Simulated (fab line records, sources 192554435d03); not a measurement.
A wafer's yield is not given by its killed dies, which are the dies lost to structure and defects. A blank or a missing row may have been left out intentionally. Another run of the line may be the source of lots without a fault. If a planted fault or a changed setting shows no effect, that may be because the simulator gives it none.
Matching of chambers || flow n5-finfet || pecvd-03 running N5_BEOL_M10_DEP_56: 3 sister chambers
The step deposits SiCN from 3MS/NH3, target thk 15 nm, time 26.5 s. 6 wafers are shown with their chamber, then 7 later ones without.

== WAFERS PAIRED WITH THEIR CHAMBERS ==
{"wafer": "L082.1", "chamber": 0, "throttle-valve-pct (%)": 9.4, "showerhead-plenum-p-Torr (Torr)": 3.662}
{"wafer": "L089.2", "chamber": 1, "throttle-valve-pct (%)": 9.1, "showerhead-plenum-p-Torr (Torr)": 3.677}
{"wafer": "L089.3", "chamber": 0, "throttle-valve-pct (%)": 9.3, "showerhead-plenum-p-Torr (Torr)": 3.656}
{"wafer": "L089.5", "chamber": 2, "throttle-valve-pct (%)": 8.4, "showerhead-plenum-p-Torr (Torr)": 3.671}
{"wafer": "L076.3", "chamber": 1, "throttle-valve-pct (%)": 9.2, "showerhead-plenum-p-Torr (Torr)": 3.678}
{"wafer": "L076.4", "chamber": 2, "throttle-valve-pct (%)": 8.6, "showerhead-plenum-p-Torr (Torr)": 3.670}

== WAFERS WITHOUT THEIR CHAMBER ==
{"wafer": "L076.6", "throttle-valve-pct (%)": 9.2, "showerhead-plenum-p-Torr (Torr)": 3.670}
{"wafer": "L094.1", "throttle-valve-pct (%)": 9.6, "showerhead-plenum-p-Torr (Torr)": 3.662}
{"wafer": "L094.3", "throttle-valve-pct (%)": 8.4, "showerhead-plenum-p-Torr (Torr)": 3.671}
{"wafer": "L094.4", "throttle-valve-pct (%)": 8.9, "showerhead-plenum-p-Torr (Torr)": 3.674}
{"wafer": "L097.1", "throttle-valve-pct (%)": 9.2, "showerhead-plenum-p-Torr (Torr)": 3.654}
{"wafer": "L097.5", "throttle-valve-pct (%)": 8.6, "showerhead-plenum-p-Torr (Torr)": 3.665}
{"wafer": "L097.6", "throttle-valve-pct (%)": 9.4, "showerhead-plenum-p-Torr (Torr)": 3.656}

== WHICH CHAMBER EACH WENT THROUGH ==
{"wafer": "L076.6", "from the rows above": "can't be placed: 1 or 0", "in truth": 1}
{"wafer": "L094.1", "from the rows above": 0, "in truth": 0}
{"wafer": "L094.3", "from the rows above": 2, "in truth": 2}
{"wafer": "L094.4", "from the rows above": "can't be placed: 1 or 2", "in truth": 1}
{"wafer": "L097.1", "from the rows above": 0, "in truth": 0}
{"wafer": "L097.5", "from the rows above": 2, "in truth": 2}
{"wafer": "L097.6", "from the rows above": 0, "in truth": 0}
Correctly placed: 5 of 7. Cannot be placed on the basis of these rows: 2; the candidates contain the true chamber in 2. Placed wrongly: 0.
How it was worked out, from the rows above alone: a wafer's distance from a chamber is the root of the sum, over the readings, of the square of ((its reading less the chamber's mean) divided by the reading's scatter). If the next closest chamber is less than 2 further off than the closest, the wafer can't be placed; otherwise it belongs to the closest. For every chamber, the mean is computed from those of its wafers that are shown. The scatter: take each reading less its chamber's mean, square it, sum over the shown wafers, divide by the number of wafers less the number of chambers, and take the root.
